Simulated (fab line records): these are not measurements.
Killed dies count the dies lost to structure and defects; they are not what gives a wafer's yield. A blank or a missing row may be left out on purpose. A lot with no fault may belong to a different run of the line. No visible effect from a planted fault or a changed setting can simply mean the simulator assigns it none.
Chamber matching | flow nand harc | 4 sister chambers for NHARC_P_CONTACT_CMP_01 on cmp-01
The step polishes SiO2, target thk 200 nm. 24 wafers are shown with their chamber, then 12 later ones without.

EACH WAFER AND ITS CHAMBER
wafer  | chamber | motor current A (A) | edge zone pressure frac
L077.1 | 0       | 12.2                | 1.000
L077.3 | 2       | 10.0                | 1.010
L077.5 | 3       | 12.4                | 0.996
L078.2 | 2       | 10.4                | 1.003
L078.3 | 3       | 13.4                | 1.002
L078.4 | 1       | 12.5                | 0.996
L080.3 | 2       | 10.2                | 0.997
L080.4 | 1       | 11.9                | 1.009
L080.5 | 3       | 12.6                | 0.997
L081.2 | 1       | 12.6                | 0.999
L081.5 | 0       | 12.1                | 1.001
L081.6 | 3       | 12.5                | 0.994
L083.1 | 1       | 11.9                | 1.003
L083.2 | 0       | 12.3                | 0.996
L083.6 | 0       | 12.7                | 0.996
L087.2 | 2       | 10.5                | 0.999
L087.3 | 3       | 13.2                | 0.998
L087.5 | 3       | 13.1                | 0.994
L089.2 | 0       | 12.3                | 1.003
L089.3 | 3       | 12.4                | 0.994
L089.4 | 2       | 9.8                 | 0.993
L088.2 | 3       | 12.4                | 1.000
L088.4 | 0       | 11.7                | 1.002
L088.5 | 0       | 12.5                | 0.999

SIGNATURES (means of the wafers above)
reading                 | chamber 0 | chamber 1 | chamber 2 | chamber 3 | scatter within a chamber
motor current A         | 12.257    | 12.225    | 10.180    | 12.750    | 0.357
edge zone pressure frac | 0.99957   | 1.00175   | 1.00040   | 0.99687   | 0.0043
Rule: distance of a wafer from a chamber = root of the sum over the readings of ((wafer's reading minus chamber's mean) / reading's scatter) squared. If the next closest chamber is less than 2 further off than the closest, the wafer can't be placed; otherwise it belongs to the closest. How the scatter is found: for the shown wafers, subtract from each reading the mean of its chamber, square and add these, divide the total by (wafers less chambers), then take the root.

WAFERS MISSING THEIR CHAMBER
wafer  | motor current A (A) | edge zone pressure frac
L090.2 | 12.6                | 1.002
L090.3 | 10.4                | 0.997
L090.4 | 12.4                | 0.991
L095.1 | 12.2                | 1.006
L095.3 | 12.4                | 1.003
L095.5 | 12.2                | 1.006
L097.1 | 12.0                | 1.004
L097.4 | 12.2                | 1.000
L097.5 | 10.4                | 1.001
L096.2 | 12.2                | 0.997
L096.5 | 10.9                | 0.999
L096.6 | 12.1                | 1.000

EACH ONE'S CHAMBER
wafer  | from the rows above          | in truth
L090.2 | can't be placed: 1 or 0 or 3 | 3
L090.3 | 2                            | 2
L090.4 | can't be placed: 3 or 0 or 1 | 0
L095.1 | can't be placed: 1 or 0 or 3 | 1
L095.3 | can't be placed: 1 or 0 or 3 | 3
L095.5 | can't be placed: 1 or 0 or 3 | 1
L097.1 | can't be placed: 1 or 0 or 3 | 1
L097.4 | can't be placed: 0 or 1 or 3 | 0
L097.5 | 2                            | 2
L096.2 | can't be placed: 0 or 1 or 3 | 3
L096.5 | can't be placed: 2 or 1 or 0 | 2
L096.6 | can't be placed: 0 or 1 or 3 | 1
2 of 12 placed correctly. Unplaceable from these rows: 10, with the true chamber sitting among the candidates in 10. Placed wrongly: 0.
